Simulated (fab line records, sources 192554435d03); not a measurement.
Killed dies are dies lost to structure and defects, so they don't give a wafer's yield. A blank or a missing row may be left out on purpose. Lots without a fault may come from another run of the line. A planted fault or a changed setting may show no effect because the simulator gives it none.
Split-lot experiment | flow n5_finfet | 7 lots, 21 wafers read, on a route of 1938 steps

THE SPLIT
At N5_SD_EPI_N_ETCH_16 (etches SiO2 in CHF3/O2, target depth 5 nm), the setting target_depth_a was moved away from the recipe's 50 angstrom on 6 of the 21 wafers read, by -7.7% to +11.3%. The other wafers ran this setting at the recipe's value.

The reading is taken at the split's own step.

THE READING
etch.depth_nm (the simulator's own value, which no gauge read), in nm, at N5_SD_EPI_N_ETCH_16 (etches SiO2 in CHF3/O2, target depth 5 nm). The file gives no usual value for it. The 15 wafers here that ran the recipe average 5.013 nm, standard deviation 0.071 nm.

wafer  | tool, chamber at the split | target_depth_a as run, angstrom | against the recipe | etch.depth_nm, nm | against lot-mates on the recipe
L077.2 | rie_diel-04, 1             | 46.36                           | -7.3%              | 4.719             | -0.219
L077.3 | rie_diel-04, 0             | 50                              | recipe             | 4.938             | -
L077.4 | rie_diel-04, 3             | 46.36                           | -7.3%              | 4.616             | -0.322
L082.1 | rie_diel-04, 2             | 50                              | recipe             | 5.045             | -
L082.2 | rie_diel-04, 0             | 51.75                           | +3.5%              | 5.229             | +0.189
L082.3 | rie_diel-04, 3             | 50                              | recipe             | 5.035             | -
L083.1 | rie_diel-05, 0             | 50                              | recipe             | 5.055             | -
L083.2 | rie_diel-05, 2             | 55.65                           | +11.3%             | 5.693             | +0.638
L083.6 | rie_diel-05, 3             | 55.65                           | +11.3%             | 5.564             | +0.509
L084.4 | rie_diel-04, 2             | 50                              | recipe             | 4.957             | -
L084.5 | rie_diel-04, 2             | 50                              | recipe             | 4.918             | -
L084.6 | rie_diel-04, 3             | 50                              | recipe             | 4.98              | -
L085.1 | rie_diel-05, 2             | 50                              | recipe             | 5.001             | -
L085.3 | rie_diel-05, 1             | 50                              | recipe             | 4.963             | -
L085.5 | rie_diel-05, 2             | 50                              | recipe             | 4.971             | -
L087.1 | rie_diel-04, 3             | 50                              | recipe             | 5.026             | -
L087.4 | rie_diel-04, 0             | 46.15                           | -7.7%              | 4.577             | -0.433
L087.5 | rie_diel-04, 0             | 50                              | recipe             | 4.994             | -
L096.3 | rie_diel-05, 3             | 50                              | recipe             | 5.226             | -
L096.4 | rie_diel-05, 0             | 50                              | recipe             | 5.076             | -
L096.5 | rie_diel-05, 1             | 50                              | recipe             | 5.004             | -

THE FIT
A straight line over all 21 wafers: etch.depth_nm changes by +0.0532 nm for each +1% of target_depth_a; r = +0.96; the points scatter about the line by 0.071 nm.
The same after taking each lot's own level away (the mean of its wafers on the recipe; 21 wafers): +0.0482 nm for each +1%; r = +0.97; scatter 0.056 nm.
On that fit, the largest move of target_depth_a shifts the reading by 0.54 nm.
The lots' own levels span 4.9380 to 5.1020 nm, that is 2.3 times the standard deviation above.
So the lot-to-lot level changes the slope: the two fits differ.
Check: with one of the wafers moved furthest among these (+11.3%) left out of the fit, the line predicts +0.51 nm for it against its lot-mates. It came out at +0.638 nm against them.

OTHER SPLITS ON THESE WAFERS
These wafers also went through other splits before the reading. Each is held against what the fit with the lots' levels taken away leaves over:
other split on the same wafers                    | wafers away from the commonest value | r with etch.depth_nm (lot level and that fit taken away)
N5_WELL_APT_COAT_02 spin_rpm                      | 6                                    | +0.08
N5_WELL_APT_EXPOSE_05 dose_mj                     | 6                                    | -0.19
N5_PMOS_HMC_CHANNEL_EPI_PEB_07 peb_time_s         | 6                                    | -0.13
N5_PMOS_HMC_CHANNEL_EPI_DEVELOP_08 develop_time_s | 6                                    | -0.07
N5_DUMMY_GATE_CVD_03 temp_c                       | 9                                    | -0.03

THE FILE'S OWN FIT
etch.depth_nm changes by +0.0494 nm for each +1% of target_depth_a, r = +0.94.
